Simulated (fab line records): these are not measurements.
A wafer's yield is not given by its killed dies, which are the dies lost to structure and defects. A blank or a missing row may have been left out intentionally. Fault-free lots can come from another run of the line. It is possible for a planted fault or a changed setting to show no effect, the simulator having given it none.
fab line records	flow n5-finfet
record lots=7	wafers=18	last-day=18
route steps=1938 shown BEOL_M3@979 BEOL_M4@1111 PASSIVATION@1936
lots untouched by any fault: they come from a run of this same line in which no faults occurred
start-h: hours from the record's first day to the start of the lot's first wafer shown	wait-h: hours from the lot's prior step to this one	" repeats the value in the row above	L1.1+2: one row covering several wafers at once	- no value, or no start given	* or withheld: withheld	< > ~ a bound
route shown NAME@n: NAME is a module with steps in the file, n the number in the route of the first one	usual: mean/standard deviation of fault-free wafers	same: alike in all rows	chamber/n: place in a boat	sites: each site's reading	_std_site: how widely they spread, as a standard deviation	_edge_site: the outer-site mean with the inner-site mean subtracted	radius-mm: for every site, how far away it sits from the centre of the wafer	mask NAME#n: copy n	behind: the last tool/chamber to shape the wafer	hold: the reason the lot was held/the length of the hold in hours/how it ended	device: names the non-switching transistor (n, p or np)	end of line: the tests these same wafers got at the end of their route	step lacking rows: just its recipe	killed: not the wafer's yield, but the dies lost to structure and defects at the first sort	map: a wafer's dies, marking killed ones x, the rest . and places with no die _
set.NAME: the setting that was run; set.NAME@STEP: the one run at that earlier step	model.NAME: the simulator's own value behind a step, which no gauge read
lots seen at some steps along the route; tables by step, rows by wafer
services: a tool's chamber out of use, with start hour (start-h, from the record's first day; less than 0 if before it), hours out, and reason
## steps
# step N5_BEOL_M3_STRIP_36
# recipe chemistry=N2/H2	power-w=450	temp-c=40	pressure-mtorr=20	rf-frequency-hz=6e+07	overash-fraction=0.3	bias-power-w=7	h2-frac=0.5	n2-flow-sccm=200	h2-flow-sccm=200
# usual drypump-motor-current-A=5.7/0.44	oes-product-au=0.79/0.094	rf-vpp-V=59.0/1.5	showerhead-plenum-p-Torr=2.52/0.089	temp-c=40.00/0.12	throttle-valve-pct=23.74/0.26
lot.wafer	tool	chamber	start-h	wait-h	drypump-motor-current-A	oes-product-au	rf-hours-counter-h	rf-vpp-V	showerhead-plenum-p-Torr	temp-c	throttle-valve-pct
L200.2	rie-diel-04	2	195.17	0.0	5.8	0.74	168	58.5	2.52	39.91	23.36
L200.5	"	0	"	"	5.5	0.70	-	59.2	2.41	39.94	23.99
L200.6	"	3	"	"	6.3	0.87	-	56.5	2.69	40.23	23.91
L203.1	rie-diel-03	3	199.37	0.0	5.5	0.69	191	59.2	2.64	39.80	23.53
L203.2	"	0	"	"	6.0	0.86	59	57.2	2.46	40.00	23.53
L203.3	"	2	"	"	6.0	0.75	172	59.1	2.44	39.77	23.83
L209.1	rie-diel-04	0	233.46	0.0	5.5	0.69	232	58.7	2.40	39.82	24.00
L209.3	"	3	"	"	6.3	0.83	64	63.0	2.68	40.24	23.90
L208.2	rie-diel-02	0	237.86	0.0	5.7	0.93	14	58.7	2.61	40.01	23.69
L208.4	"	2	"	"	5.9	0.75	158	59.4	2.54	39.94	24.01
L211.2	rie-diel-04	3	260.74	0.0	6.3	0.84	73	58.8	2.68	40.12	23.92
L211.4	"	0	"	"	5.5	0.68	241	58.4	2.40	40.23	23.99
L215.2	rie-diel-04	0	270.78	0.0	5.5	0.67	244	59.7	2.40	39.89	24.00
L215.3	"	1	"	"	5.2	0.98	3	57.1	2.61	39.89	23.65
L215.4	"	2	"	"	5.8	0.72	191	59.8	2.51	40.35	23.41
L216.2	rie-diel-02	1	299.81	0.0	6.3	0.94	21	58.3	2.48	40.01	23.27
L216.3	"	2	"	"	5.8	0.74	177	61.3	2.53	39.86	24.06
L216.6	"	2	"	"	5.9	0.73	-	57.2	2.53	39.89	24.07
# step N5_BEOL_M3_TRENCH_ETCH_37
# recipe chemistry=C4F6/O2	target-depth-a=555.55	target=SiOC	time-s=29.2	ion-energy-ev=250	pressure-mtorr=30	source-w=355	bias-w=185	Ar_flow_sccm=300	C4F6_flow_sccm=10	O2_flow_sccm=10
# usual drypump-motor-current-A=5.7/0.44	oes-product-au=0.79/0.094	rf-vpp-V=665/9.7	showerhead-plenum-p-Torr=2.83/0.095	throttle-valve-pct=20.93/0.21
lot.wafer	tool	chamber	start-h	wait-h	drypump-motor-current-A	oes-product-au	rf-hours-counter-h	rf-vpp-V	showerhead-plenum-p-Torr	throttle-valve-pct
L200.2	rie-diel-04	2	-	-	5.8	0.74	168	652	2.85	20.90
L200.5	"	0	"	"	5.5	0.69	-	656	2.72	21.16
L200.6	"	3	"	"	6.3	0.85	-	657	3.02	20.94
L203.1	rie-diel-03	3	-	-	5.5	0.70	191	654	2.94	20.84
L203.2	"	0	"	"	5.9	0.84	59	689	2.78	20.68
L203.3	"	2	"	"	6.0	0.76	172	665	2.72	20.90
L209.1	rie-diel-04	0	-	-	5.5	0.69	232	654	2.71	21.16
L209.3	"	3	"	"	6.3	0.83	64	656	3.01	20.97
L208.2	rie-diel-02	0	-	-	5.7	0.94	14	671	2.90	20.59
L208.4	"	2	"	"	5.9	0.75	158	668	2.86	21.20
L211.2	rie-diel-04	3	-	-	6.3	0.82	73	656	3.01	20.96
L211.4	"	0	"	"	5.5	0.68	241	654	2.71	21.16
L215.2	rie-diel-04	0	-	-	5.5	0.68	244	654	2.71	21.16
L215.3	"	1	"	"	5.2	0.96	3	676	2.94	20.72
L215.4	"	2	"	"	5.8	0.71	191	652	2.84	20.94
L216.2	rie-diel-02	1	-	-	6.3	0.92	21	656	2.82	20.73
L216.3	"	2	"	"	5.9	0.74	177	668	2.85	21.24
L216.6	"	2	"	"	5.9	0.74	-	668	2.85	21.24
# step N5_BEOL_M3_ETCH_41
# recipe chemistry=CH3F/O2	target=SiCN	target-depth-a=299	taper-deg=2	time-s=52.5	ion-energy-ev=120	mask-material=TiN	pressure-mtorr=30	source-w=395	bias-w=75	Ar_flow_sccm=150	CH3F_flow_sccm=30	O2_flow_sccm=20
# step N5_BEOL_M3_STRIP_97
# recipe chemistry=N2/H2	time-s=10	power-w=450	temp-c=40	pressure-mtorr=20	rf-frequency-hz=6e+07	bias-power-w=7	n2-flow-sccm=200	h2-flow-sccm=200
# step N5_BEOL_M3_OCD_MEAS_38
# usual trench-depth-nm=55.3/0.92
lot.wafer	tool	chamber	start-h	wait-h	trench-depth-nm
L200.2	ocd-02	-	195.36	-	55.7
L200.5	"	-	"	"	54.2
L200.6	"	-	"	"	55.0
L203.1	ocd-01	-	199.56	-	54.5
L203.2	"	-	"	"	55.0
L203.3	"	-	"	"	55.8
L209.1	ocd-01	-	233.65	-	54.2
L209.3	"	-	"	"	55.0
L208.2	ocd-01	-	238.06	-	55.7
L208.4	"	-	"	"	55.8
L211.2	ocd-02	-	260.93	-	54.8
L211.4	"	-	"	"	54.1
L215.2	ocd-01	-	270.98	-	54.7
L215.3	"	-	"	"	55.5
L215.4	"	-	"	"	54.3
L216.2	ocd-01	-	300.01	-	56.9
L216.3	"	-	"	"	55.6
L216.6	"	-	"	"	55.0
# step N5_BEOL_M3_HM_STRIP_39
# recipe chemistry=peroxide-tin-strip	material=TiN	target-depth-a=250	temp-c=50	time-s=158
# step N5_BEOL_M3_SRD_40
# recipe time-s=30	temp-c=23	rinse-liquid=diw	dry=ipa-marangoni
# step N5_BEOL_M3_PRECLEAN_42
# recipe chemistry=residue-remover	time-s=60	temp-c=40
# step N5_BEOL_M3_SRD_43
# recipe time-s=30	temp-c=23	rinse-liquid=diw	dry=ipa-marangoni
# step N5_BEOL_M3_CD_MEAS_35
# recipe target-cd-nm=18	target-cd-y-nm=21	polarity=opening
# usual cd-nm=18.1/0.32
lot.wafer	tool	chamber	start-h	wait-h	cd-nm
L200.2	cd-sem-01	-	195.52	0.0	18.0
L200.5	"	-	"	"	18.2
L200.6	"	-	"	"	17.3
L203.1	cd-sem-02	-	199.71	0.0	18.4
L203.2	"	-	"	"	18.4
L203.3	"	-	"	"	18.0
L209.1	cd-sem-02	-	233.80	0.0	18.5
L209.3	"	-	"	"	18.5
L208.2	cd-sem-02	-	238.21	0.0	18.4
L208.4	"	-	"	"	18.0
L211.2	cd-sem-01	-	261.08	0.0	18.7
L211.4	"	-	"	"	17.7
L215.2	cd-sem-02	-	271.13	0.0	18.0
L215.3	"	-	"	"	18.2
L215.4	"	-	"	"	17.9
L216.2	cd-sem-02	-	300.16	0.0	18.5
L216.3	"	-	"	"	18.2
L216.6	"	-	"	"	18.1
# step N5_BEOL_M3_DEGAS_44
# recipe ambient=vacuum	temp-c=250	time-s=60
# usual heater-power-w=342/29
lot.wafer	tool	chamber	start-h	wait-h	heater-power-w
L200.2	pvd-sputter-01	-	195.64	0.1	357
L200.5	"	-	"	"	317
L200.6	"	-	"	"	363
L203.1	pvd-sputter-02	-	200.53	0.8	355
L203.2	"	-	"	"	362
L203.3	"	-	"	"	298
L209.1	pvd-sputter-01	-	234.28	0.5	356
L209.3	"	-	"	"	301
L208.2	pvd-sputter-02	-	238.63	0.4	378
L208.4	"	-	"	"	302
L211.2	pvd-sputter-02	-	261.20	0.1	350
L211.4	"	-	"	"	362
L215.2	pvd-sputter-01	-	272.22	1.1	358
L215.3	"	-	"	"	295
L215.4	"	-	"	"	352
L216.2	pvd-sputter-03	-	300.68	0.5	343
L216.3	"	-	"	"	326
L216.6	"	-	"	"	376
# step N5_BEOL_M3_PRE_CLEAN_45
# recipe gas=H2/He	time-s=30	temp-c=250
# usual heater-power-w=343/29
lot.wafer	tool	chamber	start-h	wait-h	heater-power-w
L200.2	pvd-sputter-01	-	195.68	0.0	374
L200.5	"	-	"	"	317
L200.6	"	-	"	"	365
L203.1	pvd-sputter-02	-	200.57	0.0	355
L203.2	"	-	"	"	363
L203.3	"	-	"	"	302
L209.1	pvd-sputter-01	-	234.32	0.0	357
L209.3	"	-	"	"	293
L208.2	pvd-sputter-02	-	238.67	0.0	398
L208.4	"	-	"	"	303
L211.2	pvd-sputter-02	-	261.24	0.0	352
L211.4	"	-	"	"	375
L215.2	pvd-sputter-01	-	272.26	0.0	353
L215.3	"	-	"	"	296
L215.4	"	-	"	"	355
L216.2	pvd-sputter-03	-	300.72	0.0	341
L216.3	"	-	"	"	327
L216.6	"	-	"	"	387
# step N5_BEOL_M3_ALD_84
# recipe material=TaN	target-thk-a=*	temp-c=275	ald-precursor-family=PDMAT	ald-co-reactant=NH3	pressure-torr=3	carrier-flow-sccm=1500	pulse-time-s=2	purge-time-s=3	co-reactant-purge-time-s=2	co-reactant-pulse-time-s=3	ald-cycles=30	precursor-vessel-temp-c=75	precursor-vessel-pressure-torr=26.25	precursor-vessel-carrier-sccm=1000
# usual ald-cycles=30/0	heater-power-w=411/40
# same co-reactant-pulse-time-s=3
lot.wafer	tool	chamber	start-h	wait-h	ald-cycles	heater-power-w	since-wet-clean-h
L200.2	ald-metal-01	2	195.76	0.1	30	375	1397
L200.5	"	2	"	"	30	374	-
L200.6	"	0	"	"	30	398	-
L203.1	ald-metal-03	1	200.75	0.2	30	458	6018
L203.2	"	3	"	"	30	455	6018
L203.3	"	2	"	"	30	367	6018
L209.1	ald-metal-01	1	234.40	0.1	31	369	1436
L209.3	"	2	"	"	30	381	1436
L208.2	ald-metal-01	0	238.73	0.0	31	398	1440
L208.4	"	1	"	"	30	369	1440
L211.2	ald-metal-01	1	261.30	0.0	31	367	1463
L211.4	"	0	"	"	30	391	1463
L215.2	ald-metal-03	2	272.32	0.0	30	372	6089
L215.3	"	1	"	"	30	472	6089
L215.4	"	3	"	"	30	459	6089
L216.2	ald-metal-03	3	301.00	0.3	30	457	6118
L216.3	"	2	"	"	30	374	6118
L216.6	"	3	"	"	30	456	-
# step N5_BEOL_M3_SURFACE_TREAT_85
# recipe gas=Ar	time-s=*	ion-energy-ev=*	ion-current-ma-cm2=0.5	pressure-mtorr=*	ar-flow-sccm=30
# usual throttle-valve-pct=*
lot.wafer	tool	chamber	start-h	wait-h	throttle-valve-pct
L200.2	pvd-sputter-01	-	196.04	0.2	*
L200.5	"	-	"	"	*
L200.6	"	-	"	"	*
L203.1	pvd-sputter-02	-	201.03	0.2	*
L203.2	"	-	"	"	*
L203.3	"	-	"	"	*
L209.1	pvd-sputter-01	-	234.68	0.2	*
L209.3	"	-	"	"	*
L208.2	pvd-sputter-03	-	239.03	0.2	*
L208.4	"	-	"	"	*
L211.2	pvd-sputter-01	-	261.58	0.2	*
L211.4	"	-	"	"	*
L215.2	pvd-sputter-01	-	272.56	0.1	*
L215.3	"	-	"	"	*
L215.4	"	-	"	"	*
L216.2	pvd-sputter-03	-	301.48	0.4	*
L216.3	"	-	"	"	*
L216.6	"	-	"	"	*
# step N5_BEOL_M4_RC_MEAS_101
# usual DIBL_N=36.0/1.8	DIBL_P=36.3/2.4	IOFF_N=0.16/0.035	IOFF_P=0.21/0.036	ION_N=673/13	ION_P=461/7.2	SS_N=71.4/0.6	SS_P=73.2/0.7	VT_N=250/4	VT_P=-250.9/2.9
lot.wafer	tool	chamber	start-h	wait-h	DIBL_N[mV/V]	DIBL_P[mV/V]	IOFF_N[nA/um]	IOFF_P[nA/um]	ION_N[uA/um]	ION_P[uA/um]	SS_N[mV/dec]	SS_P[mV/dec]	VT_N[mV]	VT_P[mV]
L200.2	prober-02	0	218.16	0.2	36.7	37.5	0.16	0.21	691	464	71.2	73.5	247	-251.3
L200.5	"	0	"	"	34.4	35.3	0.12	0.17	674	464	71.1	72.7	254	-254.5
L200.6	"	0	"	"	36.0	37.9	0.15	0.21	668	464	71.5	74.5	251	-252.8
L203.1	prober-01	0	220.82	0.0	35.0	36.7	0.15	0.17	666	447	71.3	72.6	248	-254.2
L203.2	"	0	"	"	38.7	39.9	0.21	0.22	686	459	71.3	74.2	245	-250.4
L203.3	"	0	"	"	36.5	38.6	0.16	0.21	670	456	71.4	73.8	248	-254.2
L209.1	prober-02	0	249.99	0.0	33.9	33.6	0.14	0.19	684	466	71.4	72.8	249	-251.7
L209.3	"	0	"	"	33.0	32.7	0.11	0.18	661	459	71.2	72.5	255	-251.2
L208.2	prober-01	0	250.27	0.2	35.8	36.5	0.15	0.23	676	464	71.2	73.2	251	-247.1
L208.4	"	0	"	"	35.6	35.1	0.15	0.21	662	458	71.7	72.4	251	-247.1
L211.2	prober-01	0	276.11	0.2	37.0	36.1	0.16	0.20	670	454	71.7	73.3	252	-253.1
L211.4	"	0	"	"	33.8	33.0	0.12	0.16	660	458	70.5	72.4	256	-254.9
L215.2	prober-02	0	287.13	0.2	34.3	33.6	0.12	0.17	654	458	70.7	72.4	253	-252.0
L215.3	"	0	"	"	37.3	36.4	0.17	0.21	680	460	71.5	73.5	248	-250.0
L215.4	"	0	"	"	34.4	33.1	0.11	0.16	662	458	70.4	72.9	253	-258.8
L216.2	prober-01	0	316.53	0.2	37.0	35.1	0.16	0.21	658	455	71.8	73.0	250	-250.3
L216.3	"	0	"	"	33.7	31.9	0.10	0.16	652	455	70.8	72.6	256	-254.5
L216.6	"	0	"	"	34.6	33.9	0.11	0.18	654	457	71.3	73.2	254	-254.1
# step N5_PASSIVATION_PROBE_49
# usual defect-limited-yield=91.2/1.4	killed_at_M0_to_M3=35/11	killed_at_M4_up=14/5.6	killed-at-contacts=12/5.6	killed-at-front-end=38/11	killed-at-other=4/3.4	killed-dies=103/17	killed-on-rim=13/3.5	killed-open=68/12	killed-short=33/8.8	sort_bin_5_function=5.1/0.89	sort_bin_6_memory=3.3/0.71	sort-n-pass=1077/17	sort-yield-pct=91.2/1.4
# same gross-dies=1180	killed-at-back-side=0	sort_bin_4_leakage[%]=0	sort_bin_8_speed[%]=0
lot.wafer	tool	chamber	start-h	wait-h	defect-limited-yield[%]	killed_at_M0_to_M3	killed_at_M4_up	killed-at-contacts	killed-at-front-end	killed-at-other	killed-dies	killed-on-rim	killed-open	killed-short	sort_bin_5_function[%]	sort_bin_6_memory[%]	sort-n-pass	sort-yield-pct[%]
L208.4	prober-02	-	353.27	0.2	90.3	41	5	21	39	8	114	15	81	29	6.7	2.7	1066	90.3
L211.4	prober-01	-	391.11	0.2	90.6	23	19	17	48	4	111	15	82	26	5.3	3.7	1069	90.6
L215.2	prober-02	-	396.60	0.1	91.8	26	14	16	35	6	97	16	65	32	4.3	3.6	1083	91.8
L215.3	prober-02	-	396.65	0.1	90.2	46	25	15	24	6	116	21	75	41	5.4	3.7	1064	90.2
L215.4	prober-02	-	396.70	0.2	91.9	28	21	12	25	9	95	12	63	27	4.8	3.1	1085	91.9
# killed by level:class
L208.4 MOL_CONTACT_COAG:geometric-particle:open=16 STI_FIN_REVEAL:geometric-particle:open=12 BEOL_M1:geometric-particle:open=12 BEOL_M2:geometric-particle:open=11 FIN_SAQP:geometric-particle:short=6 MIM_TOP:geometric-particle:open=5 GATE_CUT:geometric-particle:short=4 BEOL_M0_SAQP:geometric-particle:open=4
L211.4 FIN_SAQP:geometric-particle:open=24 MOL_CONTACT_COAG:geometric-particle:open=15 BEOL_M0_SAQP:geometric-particle:open=10 FIN_SAQP:geometric-particle:short=8 BEOL_M4:geometric-particle:open=5 BEOL_M0_SAQP:geometric-particle:short=5 DUMMY_GATE:geometric-particle:open=4 BEOL_M3:geometric-particle:open=4
L215.2 MOL_CONTACT_COAG:geometric-particle:open=15 BEOL_M0_SAQP:geometric-particle:open=8 GATE_CUT:geometric-particle:short=6 BEOL_M2:geometric-particle:open=6 BEOL_M4:geometric-particle:open=6 STI_FIN_REVEAL:geometric-particle:open=5 DUMMY_GATE:geometric-particle:open=5 FIN_SAQP:geometric-particle:short=4
L215.3 BEOL_M3:geometric-particle:open=11 MOL_CONTACT_COAG:geometric-particle:open=10 BEOL_M0_SAQP:geometric-particle:open=8 BEOL_M0_SAQP:geometric-particle:short=8 BEOL_M4:geometric-particle:open=7 BEOL_M1:geometric-particle:open=6 MOL_CONTACT_COAG:geometric-particle:short=5 BEOL_M3:geometric-particle:short=5
L215.4 BEOL_M4:geometric-particle:open=11 MOL_CONTACT_COAG:geometric-particle:open=10 BEOL_M0_SAQP:geometric-particle:short=10 BEOL_M0_SAQP:geometric-particle:open=8 FIN_SAQP:geometric-particle:open=6 DUMMY_GATE:geometric-particle:open=4 GATE_CUT:geometric-particle:open=4 BEOL_M3:geometric-particle:open=4
## services
tool	chamber	start-h	hours	kind
rie-diel-02	0	174.77	-	clean
rie-diel-02	0	174.77	-	consumable-replace:focus-ring
rie-diel-02	0	174.77	19.6	scheduled-down
rie-diel-02	0	174.77	19.6	vent-cycle
rie-diel-04	0	176.83	7.2	repair
ald-metal-03	0	183.65	27.2	repair
rie-diel-02	1	194.32	-	clean
rie-diel-02	1	194.32	-	consumable-replace:focus-ring
rie-diel-02	1	194.32	25.5	scheduled-down
rie-diel-02	1	194.32	25.5	vent-cycle
rie-diel-04	0	204.06	8.8	repair
rie-diel-04	1	225.88	-	clean
rie-diel-04	1	225.88	-	consumable-replace:focus-ring
rie-diel-04	1	225.88	31.8	scheduled-down
rie-diel-04	1	225.88	31.8	vent-cycle
rie-diel-02	1	257.11	6.0	repair
rie-diel-04	0	284.54	18.3	repair
rie-diel-02	3	293.80	6.4	repair
## key
first-sign step=N5_BEOL_M3_ALD_84	reading=ald-cycles	direction=up	sigmas=99+	usual=*	struck=*
effect none on later readings
met-at N5_BEOL_M3_ALD_84
struck-wafers L208.2,L209.1,L211.2
onset-between 195.76 234.40
fault kind=process-parameter-drift	tool=ald-metal-01	chamber=-	onset-h=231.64	steps=N5_BEOL_M3_ALD_84	channel=ald-cycles	offset=*	shape=step	end-h=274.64	scope=struck-wafers-only	acts-in=*	stated=*
